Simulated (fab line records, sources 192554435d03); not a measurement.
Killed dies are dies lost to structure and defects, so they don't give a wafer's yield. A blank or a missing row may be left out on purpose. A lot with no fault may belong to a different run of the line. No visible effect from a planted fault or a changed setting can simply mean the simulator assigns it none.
Struck lot and sound lot, side by side ; flow n5_finfet ; 14 steps out of a route of 1938
Sound: wafers L808.1, L808.3, L808.6. Struck: wafer L820.6. (L820.2, L820.3 of the same lot were not struck and are left out.) The cause comes at the end.
Order at every step that has rows: each side's tool, ch and its chambers, its first start. Under that, the readings that differ: sound wafers ; struck wafers ; difference of the means ; sigmas: that difference in standard deviations of wafers without a fault.
alike: words and numbers the same on both sides, and readings whose means are apart by under 2 such deviations; not compared: readings that were withheld, readings missing a value for some wafer, numbers with overlapping values and no deviation given by the record, and bounds like >300 which may hide the same value.
A row with sigmas, a row that says differs or no value, or rows on one side alone: a step with any of these is where the two part. Numbers that have no deviation but don't overlap get no sigmas and don't part them. A reading missing from all wafers of one side parts the sides only when that side holds two or more wafers.

N5_BEOL_M3_ANNEAL_87: time 240 s.
  sound: pvd_sputter-01 at day 8 12:07; struck: pvd_sputter-03 at day 11 05:55
reading;sound;struck;difference;sigmas
heater_power_w (W);871 704 813;1007;+211;+2
then, 1 step without rows for these wafers: N5_BEOL_M3_SPUTTER_88 (material Cu, target thk 4.5 nm, time 8.29 s).
N5_BEOL_M3_ANNEAL_89: time 240 s.
  sound: pvd_sputter-01 at day 8 12:20; struck: pvd_sputter-03 at day 11 06:08
reading;sound;struck;difference;sigmas
heater_power_w (W);857 694 833;979;+184;+2
then, 1 step without rows for these wafers: N5_BEOL_M3_SPUTTER_90 (material Cu, target thk 4.5 nm, time 8.29 s).
N5_BEOL_M3_ANNEAL_91: time 240 s.
  sound: pvd_sputter-01 at day 8 13:38; struck: pvd_sputter-03 at day 11 06:21
reading;sound;struck;difference;sigmas
heater_power_w (W);867 697 833;977;+178;+2
then, 1 step without rows for these wafers: N5_BEOL_M3_SPUTTER_92 (material Cu, target thk 4.5 nm, time 8.29 s).
N5_BEOL_M3_ANNEAL_93: time 240 s.
  sound: pvd_sputter-01 at day 8 13:51; struck: pvd_sputter-03 at day 11 06:34
reading;sound;struck;difference;sigmas
heater_power_w (W);847 683 839;996;+206;+2
then, 2 steps without rows for these wafers: N5_BEOL_M3_SPUTTER_94 (material Cu, target thk 4.5 nm, time 8.29 s); N5_BEOL_M3_ANNEAL_95 (time 240 s).
N5_BEOL_M3_SPUTTER_96: material Cu, target thk 4.5 nm, time 8.29 s.
  sound: pvd_sputter-01 at day 8 14:13; struck: pvd_sputter-03 at day 11 06:56
  alike: throttle_valve_pct
then, 2 steps without rows for these wafers: N5_BEOL_M3_ECD_50 (material Cu, target thk 300 nm); N5_BEOL_M3_ANNEAL_51 (time 90 s).
N5_BEOL_M3_CMP_52: polishes, stops on SiOC, t overpolish 6.8 s, target thk 40 nm.
  sound on cmp-02 ch 1,2, day 8 14:42; struck on cmp-03 ch 1, day 11 07:25
reading;sound;struck;difference;sigmas
barrier_field_endpoint_s (s);23.8 23.7 24.5;19.5;-4.5;-10
head_pressure_psi (psi);1.0007 0.9960 0.9979;1.2433;+0.2451;+99 or more
  alike: clearing_platen_down_force_psi, motor_current_A, overpolish_run_s, time_to_endpoint_s
N5_BEOL_M4_RC_MEAS_101:
  sound on prober-01 ch 0, day 9 01:38; struck on prober-01 ch 0, day 11 18:08
  alike: DIBL_N, DIBL_P, IOFF_N, IOFF_P, ION_N, ION_P, SS_N, SS_P, VT_N, VT_P

## WHERE THEY PART
Last at N5_BEOL_M3_CMP_52 as far as this record goes, first at N5_BEOL_M3_ANNEAL_87. Later steps at which nothing parts them and some readings are alike: N5_BEOL_M4_RC_MEAS_101.

WHY: what had been put in by the simulator
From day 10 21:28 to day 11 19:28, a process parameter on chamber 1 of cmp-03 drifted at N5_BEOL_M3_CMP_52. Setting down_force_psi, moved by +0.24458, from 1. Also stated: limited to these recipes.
